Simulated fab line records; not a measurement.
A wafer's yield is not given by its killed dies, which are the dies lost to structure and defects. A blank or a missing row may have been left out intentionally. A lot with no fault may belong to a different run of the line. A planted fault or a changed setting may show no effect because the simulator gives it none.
fab line records    flow n5-finfet
record: lots: 6  wafers: 18  last-day: 19
route steps=1938 shown BEOL_M14@1730
lots with no fault: from the same line, run without faults
start-h: the number of hours between the record's first day and the start of the first shown wafer of the lot    wait-h: hours elapsed since this lot's preceding step    " repeats the value in the row above    L1.1+2: a single row standing in for several wafers    - no value, or no start was given    * or withheld: withheld    < > ~ a bound
route shown NAME@n: NAME is a module with steps in the file, n the number in the route of the first one    usual: mean/standard deviation of fault-free wafers    same: alike in all rows    chamber/n: place in a boat    sites: each site's reading    _std_site: how widely they spread, as a standard deviation    _edge_site: outer sites' mean less inner sites'    radius-mm: how far each site lies from the wafer's centre    mask NAME#n: copy n    behind: tool/chamber where the wafer was last shaped    hold: reason for holding the lot/hours on hold/outcome of the hold    device: names the non-switching transistor (n, p or np)    end of line: tests run on the same wafers once the route is complete    step lacking rows: just its recipe    killed: count of dies lost to structure and defects at first sort (not the wafer's yield)    map: the dies of a wafer, with x for killed, . for not killed, _ for no die there
set.NAME: the setting as run; set.NAME@STEP: as run at that earlier step    model.NAME: the simulator's own value behind a step, which no gauge read
lots seen at some steps along the route; tables by step, rows by wafer
services: the hour from which a tool's chamber was out of use, counted from the record's first day as start-h (under 0 if before that day), plus the number of hours and why
== steps ==
step: N5_BEOL_M14_ETCH_59
recipe: chemistry: N2/H2  target: BARC  target-depth-a: 890  overetch-a: 267  time-s: 67.9  ion-energy-ev: 200  pressure-mtorr: 30  source-w: 840  bias-w: 150  n2-flow-sccm: 200  h2-flow-sccm: 200
usual: drypump-motor-current-A: 5.8/0.53  n2-flow-sccm: 200.0/0.56  oes-product-au: 0.71/0.072  rf-vpp-V: 524.5/2.4  showerhead-plenum-p-Torr: 2.57/0.088  throttle-valve-pct: 17.84/0.26
same: time-s: 67.9
lot.wafer  tool         chamber  start-h  wait-h  drypump-motor-current-A  n2-flow-sccm  oes-product-au  rf-hours-counter-h  rf-vpp-V  showerhead-plenum-p-Torr  throttle-valve-pct
L584.2     rie-diel-01  3        285.58   0.0     5.8                      199.6         0.60            233                 523.5     2.51                      18.10
L584.3     "            0        "        "       6.0                      200.0         0.72            59                  522.0     2.48                      17.84
L584.4     "            2        "        "       5.2                      199.7         0.70            96                  524.2     2.56                      18.16
L589.2     rie-diel-01  2        382.41   0.0     5.2                      200.3         0.66            131                 523.5     2.55                      18.21
L589.3     "            3        "        "       5.8                      199.7         0.83            10                  522.7     2.49                      17.74
L589.5     "            1        "        "       6.5                      199.6         0.73            -                   519.2     2.47                      17.50
L595.1     rie-diel-04  1        403.21   0.0     6.2                      200.7         0.61            192                 523.4     2.52                      18.36
L595.2     "            2        "        "       5.3                      200.1         0.77            44                  525.9     2.70                      17.83
L595.6     "            1        "        "       6.2                      201.6         0.62            -                   522.8     2.52                      18.34
L598.1     rie-diel-01  2        403.67   0.0     5.2                      199.4         0.66            140                 525.4     2.55                      18.22
L598.4     "            1        "        "       6.5                      199.2         0.72            73                  523.5     2.46                      17.54
L598.6     "            1        "        "       6.5                      200.4         0.71            -                   522.6     2.46                      17.52
L601.1     rie-diel-01  0        406.76   0.0     6.0                      200.6         0.68            97                  521.8     2.46                      17.91
L601.2     "            3        "        "       5.8                      199.0         0.80            20                  522.8     2.49                      17.76
L601.4     "            1        "        "       6.5                      199.6         0.71            74                  521.5     2.46                      17.52
L606.1     rie-diel-03  3        439.87   0.0     6.3                      200.2         0.80            9                   522.6     2.50                      17.41
L606.4     "            0        "        "       5.2                      200.6         0.82            4                   521.2     2.50                      17.24
L606.6     "            2        "        "       6.5                      200.1         0.71            -                   524.6     2.57                      17.72
step: N5_BEOL_M14_VIA_ETCH_16
recipe: chemistry: C4F8/O2/Ar  target: SiO2  he-inner-torr: 15  he-outer-torr: 30  target-depth-a: 12313  time-s: withheld  ion-energy-ev: 800  pressure-mtorr: 20  source-w: 1905  bias-w: 2040  Ar_flow_sccm: 400  C4F8_flow_sccm: 16  O2_flow_sccm: 12  ends: cleared
usual: C4F8_flow_sccm: 16.00/0.048  drypump-motor-current-A: 5.8/0.53  he-outer-torr: 30.00/0.059  oes_f_703_au: 0.83/0.084  oes-product-au: 0.75/0.081  rf-vpp-V: 2222/26  showerhead-plenum-p-Torr: 3.47/0.11  throttle-valve-pct: 30.86/0.26
lot.wafer  tool         chamber  start-h  wait-h  C4F8_flow_sccm  drypump-motor-current-A  he-outer-torr  oes_f_703_au  oes-product-au  rf-vpp-V  showerhead-plenum-p-Torr  throttle-valve-pct
L584.2     rie-diel-01  3        285.64   0.0     16.00           5.8                      29.94          0.70          0.62            2242      3.38                      30.86
L584.3     "            0        "        "       16.01           6.0                      30.05          0.83          0.74            2183      3.35                      30.82
L584.4     "            2        "        "       16.00           5.2                      30.00          0.81          0.73            2195      3.47                      31.16
L589.2     rie-diel-01  2        382.46   0.0     15.99           5.2                      30.02          0.78          0.70            2193      3.45                      31.22
L589.3     "            3        "        "       16.02           5.8                      29.97          0.96          0.87            2239      3.36                      30.80
L589.5     "            1        "        "       16.01           6.5                      29.92          0.84          0.77            2197      3.36                      30.64
L595.1     rie-diel-04  1        403.26   0.0     16.04           6.2                      29.98          0.73          0.65            2228      3.42                      31.40
L595.2     "            2        "        "       15.95           5.3                      30.00          0.89          0.81            2254      3.63                      30.88
L595.6     "            1        "        "       15.94           6.2                      30.13          0.73          0.66            2228      3.42                      31.41
L598.1     rie-diel-01  2        403.72   0.0     16.01           5.2                      30.05          0.77          0.69            2191      3.44                      31.22
L598.4     "            1        "        "       16.04           6.5                      29.92          0.83          0.76            2197      3.35                      30.63
L598.6     "            1        "        "       15.98           6.5                      30.04          0.83          0.76            2197      3.35                      30.67
L601.1     rie-diel-01  0        406.81   0.0     15.87           6.0                      30.00          0.79          0.71            2181      3.33                      30.86
L601.2     "            3        "        "       15.97           5.8                      29.97          0.94          0.85            2239      3.36                      30.79
L601.4     "            1        "        "       16.07           6.5                      29.98          0.83          0.75            2196      3.35                      30.64
L606.1     rie-diel-03  3        439.92   0.0     16.02           6.3                      29.89          0.93          0.85            2213      3.37                      30.36
L606.4     "            0        "        "       16.05           5.2                      29.97          0.94          0.86            2227      3.39                      30.37
L606.6     "            2        "        "       15.97           6.5                      29.98          0.84          0.77            2245      3.48                      30.75
step: N5_BEOL_M14_STRIP_63
recipe: chemistry: O2  power-w: 600  temp-c: 60  pressure-mtorr: 30  rf-frequency-hz: 6e+07  bias-power-w: 0  overash-fraction: 0.3  o2-flow-sccm: 225
usual: drypump-motor-current-A: 5.8/0.53  oes-product-au: 0.83/0.092  rf-vpp-V: 3.6/0.9  showerhead-plenum-p-Torr: 2.12/0.071  throttle-valve-pct: 16.63/0.26
lot.wafer  tool         chamber  start-h  wait-h  drypump-motor-current-A  oes-product-au  rf-hours-counter-h  rf-vpp-V  showerhead-plenum-p-Torr  throttle-valve-pct
L584.2     rie-diel-01  3        -        -       5.8                      0.68            233                 3.4       2.06                      16.94
L584.3     "            0        "        "       6.0                      0.84            59                  6.7       2.04                      16.53
L584.4     "            2        "        "       5.2                      0.81            96                  2.4       2.12                      16.90
L589.2     rie-diel-01  2        -        -       5.2                      0.78            131                 3.6       2.11                      16.97
L589.3     "            3        "        "       5.8                      0.95            10                  3.3       2.05                      16.53
L589.5     "            1        "        "       6.5                      0.87            -                   2.9       2.04                      16.42
L595.1     rie-diel-04  1        -        -       6.2                      0.71            193                 4.8       2.09                      17.18
L595.2     "            2        "        "       5.3                      0.91            44                  5.1       2.22                      16.64
L595.6     "            1        "        "       6.2                      0.71            -                   4.2       2.09                      17.15
L598.1     rie-diel-01  2        -        -       5.2                      0.78            140                 3.5       2.11                      16.97
L598.4     "            1        "        "       6.5                      0.86            73                  4.9       2.04                      16.45
L598.6     "            1        "        "       6.5                      0.85            -                   2.2       2.04                      16.43
L601.1     rie-diel-01  0        -        -       6.0                      0.80            97                  4.7       2.02                      16.61
L601.2     "            3        "        "       5.8                      0.95            21                  3.7       2.05                      16.58
L601.4     "            1        "        "       6.5                      0.85            75                  3.7       2.04                      16.44
L606.1     rie-diel-03  3        -        -       6.2                      0.95            9                   4.7       2.06                      16.20
L606.4     "            0        "        "       5.2                      0.97            5                   3.4       2.04                      15.97
L606.6     "            2        "        "       6.5                      0.83            -                   3.1       2.13                      16.58
step: N5_BEOL_M14_STRIP_64
recipe: chemistry: O2  power-w: 600  temp-c: 60  pressure-mtorr: 30  rf-frequency-hz: 6e+07  bias-power-w: 0  overash-fraction: 0.3  o2-flow-sccm: 225
usual: drypump-motor-current-A: 5.8/0.53  oes-product-au: 0.83/0.091  rf-vpp-V: 3.7/0.53  showerhead-plenum-p-Torr: 2.12/0.071  throttle-valve-pct: 16.63/0.26
lot.wafer  tool         chamber  start-h  wait-h  drypump-motor-current-A  oes-product-au  rf-hours-counter-h  rf-vpp-V  showerhead-plenum-p-Torr  throttle-valve-pct
L584.2     rie-diel-01  3        -        -       5.8                      0.70            233                 4.6       2.07                      16.93
L584.3     "            0        "        "       6.0                      0.84            59                  3.5       2.04                      16.53
L584.4     "            2        "        "       5.2                      0.81            96                  2.2       2.12                      16.89
L589.2     rie-diel-01  2        -        -       5.2                      0.79            131                 3.6       2.11                      16.96
L589.3     "            3        "        "       5.8                      0.97            10                  3.5       2.05                      16.53
L589.5     "            1        "        "       6.5                      0.86            -                   4.0       2.04                      16.43
L595.1     rie-diel-04  1        -        -       6.2                      0.73            193                 5.2       2.09                      17.15
L595.2     "            2        "        "       5.3                      0.90            44                  4.3       2.22                      16.66
L595.6     "            1        "        "       6.2                      0.72            -                   3.9       2.09                      17.17
L598.1     rie-diel-01  2        -        -       5.2                      0.77            140                 3.6       2.11                      16.98
L598.4     "            1        "        "       6.5                      0.85            73                  4.4       2.04                      16.45
L598.6     "            1        "        "       6.5                      0.84            -                   3.5       2.04                      16.42
L601.1     rie-diel-01  0        -        -       6.0                      0.79            97                  3.9       2.02                      16.58
L601.2     "            3        "        "       5.7                      0.94            21                  4.1       2.05                      16.54
L601.4     "            1        "        "       6.5                      0.84            75                  3.8       2.04                      16.43
L606.1     rie-diel-03  3        -        -       6.3                      0.94            9                   3.4       2.06                      16.21
L606.4     "            0        "        "       5.2                      0.97            5                   3.9       2.05                      15.96
L606.6     "            2        "        "       6.5                      0.84            -                   3.9       2.13                      16.55
step: N5_BEOL_M14_STRIP_71
recipe: chemistry: post-etch-residue-remover  time-s: 60  temp-c: 25  remover-ph: withheld  remover-water-wt-pct: withheld  remover-fluoride-wt-pct: withheld
step: N5_BEOL_M14_SRD_72
recipe: time-s: 30  temp-c: 23  rinse-liquid: diw  dry: n2-spin  spin-rpm: 1500  dry-time-s: 30
step: N5_BEOL_M14_CD_MEAS_17
recipe: target-cd-nm: 250  polarity: opening
usual: cd-nm: 251.2/1.5
lot.wafer  tool       chamber  start-h  wait-h  cd-nm
L584.2     cd-sem-03  -        285.98   0.0     252.1
L584.3     "          -        "        "       251.5
L584.4     "          -        "        "       252.0
L589.2     cd-sem-02  -        382.81   0.0     254.0
L589.3     "          -        "        "       253.5
L589.5     "          -        "        "       252.1
L595.1     cd-sem-01  -        403.61   0.0     251.0
L595.2     "          -        "        "       253.0
L595.6     "          -        "        "       253.0
L598.1     cd-sem-01  -        404.07   0.0     253.0
L598.4     "          -        "        "       253.8
L598.6     "          -        "        "       252.7
L601.1     cd-sem-02  -        407.16   0.0     251.9
L601.2     "          -        "        "       252.4
L601.4     "          -        "        "       251.3
L606.1     cd-sem-02  -        440.27   0.0     247.7
L606.4     "          -        "        "       250.0
L606.6     "          -        "        "       249.7
step: N5_BEOL_M14_COAT_65
recipe: resist: SOC  temp-c: 250  time-s: 60  spin-rpm: 1500  resist-thk-nm: 450
step: N5_BEOL_M14_COAT_66
recipe: resist: SiARC  temp-c: 220  time-s: 60  spin-rpm: 1500  resist-thk-nm: 110
step: N5_BEOL_M14_COAT_22
recipe: spin-rpm: 2888  resist-thk-nm: 300
step: N5_BEOL_M14_EBR_24
recipe: solvent: PGMEA  ebr-width-mm: 1.5
step: N5_BEOL_M14_SOFTBAKE_23
recipe: temp-c: 130  time-s: 60
step: N5_BEOL_M14_EXPOSE_25
recipe: mask-id: M14  na: 0.8  source-shape: annular  sigma-inner: 0.5  sigma-outer: 0.8  polarization: unpolarized  target-cd-nm: 280  dose-mj: 26.6
lot.wafer   tool            chamber  start-h  wait-h  mask   model.BEOL_M14.overlay-x-nm
L584.2+3+4  krf-scanner-01  0        286.14   -       M14#0  -2.6
L589.2+3+5  krf-scanner-02  0        382.97   -       M14#0  0.6
L595.1+2+6  krf-scanner-01  0        403.89   -       M14#0  1.4
L598.1+4+6  krf-scanner-02  0        404.35   -       M14#0  27.8
L601.1+2+4  krf-scanner-02  0        407.34   -       M14#0  26.6
L606.1+4+6  krf-scanner-01  0        440.55   -       M14#0  2.6
step: N5_BEOL_M14_PEB_26
recipe: peb-temp-c: 130  peb-time-s: 90
step: N5_BEOL_M14_DEVELOP_27
recipe: develop-time-s: 45  rinse-liquid: diw  dry: air-spin  dev-temp-c: 21
step: N5_BEOL_M14_HARDBAKE_32
recipe: temp-c: 130  time-s: 120
step: N5_BEOL_M14_CD_MEAS_28
recipe: target-cd-nm: 284.4  landing-energy-ev: 500  detector: se-inlens
usual: cd-nm: 284.7/1.1
lot.wafer  tool       chamber  start-h  wait-h  cd-nm
L584.2     cd-sem-01  0        286.31   -       283.3
L584.3     "          0        "        "       282.5
L584.4     "          0        "        "       282.0
L589.2     cd-sem-02  0        383.14   -       284.7
L589.3     "          0        "        "       284.1
L589.5     "          0        "        "       283.5
L595.1     cd-sem-03  0        404.06   -       284.4
L595.2     "          0        "        "       284.3
L595.6     "          0        "        "       284.2
L598.1     cd-sem-02  0        404.52   -       285.4
L598.4     "          0        "        "       285.0
L598.6     "          0        "        "       283.2
L601.1     cd-sem-02  0        407.51   -       286.0
L601.2     "          0        "        "       284.3
L601.4     "          0        "        "       285.8
L606.1     cd-sem-01  0        440.72   -       285.0
L606.4     "          0        "        "       283.9
L606.6     "          0        "        "       283.2
step: N5_BEOL_M14_OVL_MEAS_29
recipe: points-per-wafer: 44
usual: M14_OVL: 0/4.1
same: points-per-wafer: 44
lot.wafer  tool        chamber  start-h  wait-h  M14_OVL[nm]
L584.2     overlay-01  0        286.34   0.0     -5
L584.3     "           0        "        "       0
L584.4     "           0        "        "       1
L589.2     overlay-01  0        383.17   0.0     9
L589.3     "           0        "        "       2
L589.5     "           0        "        "       1
L595.1     overlay-01  0        404.09   0.0     -4
L595.2     "           0        "        "       4
L595.6     "           0        "        "       9
L598.1     overlay-01  0        404.55   0.0     27
L598.4     "           0        "        "       25
L598.6     "           0        "        "       23
L601.1     overlay-02  0        407.54   0.0     29
L601.2     "           0        "        "       24
L601.4     "           0        "        "       28
L606.1     overlay-02  0        440.75   0.0     6
L606.4     "           0        "        "       7
L606.6     "           0        "        "       5
step: N5_BEOL_M14_INSPECT_30
recipe: mode: adi  inspect-instrument: macro
usual: raw-defect-count: 2.2/1.5
lot.wafer  tool               chamber  start-h  wait-h  raw-defect-count
L584.2     defect-inspect-02  -        286.36   0.0     3
L584.3     "                  -        "        "       3
L584.4     "                  -        "        "       0
L589.2     defect-inspect-01  -        383.19   0.0     1
L589.3     "                  -        "        "       2
L589.5     "                  -        "        "       0
L595.1     defect-inspect-01  -        404.12   0.0     3
L595.2     "                  -        "        "       4
L595.6     "                  -        "        "       0
L598.1     defect-inspect-01  -        404.57   0.0     0
L598.4     "                  -        "        "       2
L598.6     "                  -        "        "       3
L601.1     defect-inspect-02  -        407.57   0.0     3
L601.2     "                  -        "        "       0
L601.4     "                  -        "        "       1
L606.1     defect-inspect-01  -        440.78   0.0     1
L606.4     "                  -        "        "       3
L606.6     "                  -        "        "       2
== services ==
tool            chamber  start-h  hours  kind
rie-diel-04     2        273.86   -      clean
rie-diel-04     2        273.86   -      consumable-replace:focus-ring
rie-diel-04     2        273.86   -      consumable-replace:showerhead
rie-diel-04     2        273.86   18.4   scheduled-down
rie-diel-04     2        273.86   18.4   vent-cycle
rie-diel-04     0        276.34   24.4   repair
krf-scanner-01  -        281.60   1.1    repair
krf-scanner-01  -        294.14   1.0    pm
rie-diel-04     3        315.93   -      clean
rie-diel-04     3        315.93   -      consumable-replace:focus-ring
rie-diel-04     3        315.93   15.1   scheduled-down
rie-diel-04     3        315.93   15.1   vent-cycle
rie-diel-01     0        320.42   4.8    repair
krf-scanner-02  -        328.62   1.3    pm
rie-diel-04     0        331.01   -      clean
rie-diel-01     3        332.24   -      clean
rie-diel-01     3        332.24   -      consumable-replace:focus-ring
rie-diel-01     3        332.24   21.6   scheduled-down
rie-diel-01     3        332.24   21.6   vent-cycle
krf-scanner-01  -        344.45   1.3    pm
krf-scanner-01  -        346.17   8.2    repair
rie-diel-01     -        351.87   2.8    pm
krf-scanner-01  -        394.57   0.8    pm
krf-scanner-02  -        406.07   1.0    pm
== key ==
first-sign: step: N5_BEOL_M14_OVL_MEAS_29  reading: M14_OVL  direction: up  sigmas: 6.4  usual: 0  struck: 26
effect none on later readings
model-effect: step: N5_BEOL_M14_EXPOSE_25  value: BEOL_M14.overlay-x-nm  without: 1  struck: 27.2
met-at N5_BEOL_M14_EXPOSE_25
struck-wafers L598.1,L598.4,L598.6,L601.1,L601.2,L601.4
onset-between 382.97 404.35
also-fits N5_BEOL_M14_ETCH_59:rie-diel-01,N5_BEOL_M14_VIA_ETCH_16:rie-diel-01,N5_BEOL_M14_STRIP_63:rie-diel-01,N5_BEOL_M14_STRIP_64:rie-diel-01
fault: kind: scanner-matching-overlay  tool: krf-scanner-02  chamber: -  onset-h: 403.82  steps: N5_BEOL_M14_EXPOSE_25  offset: 26.277
